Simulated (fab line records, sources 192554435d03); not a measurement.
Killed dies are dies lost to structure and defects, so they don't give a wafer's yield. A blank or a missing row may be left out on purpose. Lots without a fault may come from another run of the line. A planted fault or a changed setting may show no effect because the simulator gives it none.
Chamber matching | flow n5_finfet | N5_BEOL_M4_VIA_ETCH_34 on rie_diel-01: 4 sister chambers
The step etches the open film in C4F6/O2, target depth 69.4 nm, time 65.9 s. 33 wafers are shown with their chamber, then 12 later ones without.

WAFERS WITH THEIR CHAMBER
wafer  | chamber | drypump_motor_current_A (A) | throttle_valve_pct (%) | rf_vpp_V (V)
L075.1 | 3       | 5.0                         | 30.43                  | 660
L075.2 | 1       | 5.2                         | 30.58                  | 665
L075.6 | 2       | 6.0                         | 30.73                  | 642
L078.1 | 0       | 5.5                         | 30.85                  | 672
L078.2 | 2       | 6.0                         | 30.72                  | 643
L078.3 | 1       | 5.3                         | 30.57                  | 665
L078.4 | 0       | 5.5                         | 30.86                  | 673
L078.5 | 1       | 5.2                         | 30.58                  | 663
L078.6 | 2       | 5.9                         | 30.73                  | 642
L077.1 | 2       | 6.0                         | 30.71                  | 642
L077.4 | 3       | 5.0                         | 30.43                  | 658
L077.5 | 1       | 5.2                         | 30.60                  | 664
L082.2 | 1       | 5.2                         | 30.59                  | 661
L082.4 | 3       | 5.0                         | 30.44                  | 658
L082.5 | 1       | 5.2                         | 30.60                  | 664
L081.1 | 3       | 4.9                         | 30.44                  | 659
L081.3 | 2       | 6.0                         | 30.93                  | 654
L081.6 | 0       | 5.4                         | 30.87                  | 673
L083.1 | 1       | 5.2                         | 30.60                  | 664
L083.2 | 0       | 5.5                         | 30.87                  | 672
L083.3 | 3       | 4.9                         | 30.45                  | 658
L083.4 | 2       | 6.0                         | 30.93                  | 652
L083.5 | 2       | 5.9                         | 30.94                  | 653
L083.6 | 3       | 4.9                         | 30.45                  | 659
L084.1 | 0       | 5.5                         | 30.88                  | 671
L084.5 | 1       | 5.3                         | 30.61                  | 665
L084.6 | 0       | 5.5                         | 30.87                  | 673
L088.1 | 3       | 4.9                         | 30.46                  | 659
L088.2 | 2       | 5.9                         | 30.93                  | 652
L088.3 | 1       | 5.2                         | 30.61                  | 663
L088.4 | 0       | 5.5                         | 30.87                  | 673
L088.5 | 1       | 5.2                         | 30.62                  | 664
L088.6 | 2       | 5.9                         | 30.94                  | 651

SIGNATURES (means of the wafers above)
reading                 | chamber 0 | chamber 1 | chamber 2 | chamber 3 | scatter within a chamber
drypump_motor_current_A | 5.486     | 5.220     | 5.956     | 4.943     | 0.047
throttle_valve_pct      | 30.8671   | 30.5960   | 30.8400   | 30.4429   | 0.0597
rf_vpp_V                | 672.43    | 663.80    | 647.89    | 658.71    | 2.97
Rule: a wafer's distance from a chamber is the root of the sum, over the readings, of the square of ((its reading less the chamber's mean) divided by the reading's scatter). The wafer belongs to the nearest chamber; if the next one is less than 2 further off, it can't be placed. The scatter: the root of (the sum of the squares of (reading less its chamber's mean) over the shown wafers, divided by (wafers less chambers)).

WAFERS WITHOUT THEIR CHAMBER
wafer  | drypump_motor_current_A (A) | throttle_valve_pct (%) | rf_vpp_V (V)
L093.2 | 5.0                         | 30.47                  | 657
L093.3 | 5.5                         | 30.88                  | 674
L093.5 | 5.2                         | 30.62                  | 662
L096.1 | 5.0                         | 30.48                  | 658
L096.5 | 5.4                         | 30.90                  | 672
L096.6 | 4.9                         | 30.48                  | 658
L097.1 | 5.0                         | 30.48                  | 658
L097.2 | 6.0                         | 30.96                  | 652
L097.3 | 5.2                         | 30.65                  | 662
L097.4 | 5.4                         | 30.91                  | 674
L097.5 | 5.4                         | 30.92                  | 671
L097.6 | 4.9                         | 30.47                  | 659

WHICH CHAMBER EACH WENT THROUGH
wafer  | from the rows above | in truth
L093.2 | 3                   | 3
L093.3 | 0                   | 0
L093.5 | 1                   | 1
L096.1 | 3                   | 3
L096.5 | 0                   | 0
L096.6 | 3                   | 3
L097.1 | 3                   | 3
L097.2 | 2                   | 2
L097.3 | 1                   | 1
L097.4 | 0                   | 0
L097.5 | 0                   | 0
L097.6 | 3                   | 3
Placed correctly: 12 of 12. Can't be placed from these rows: 0. Placed wrongly: 0.
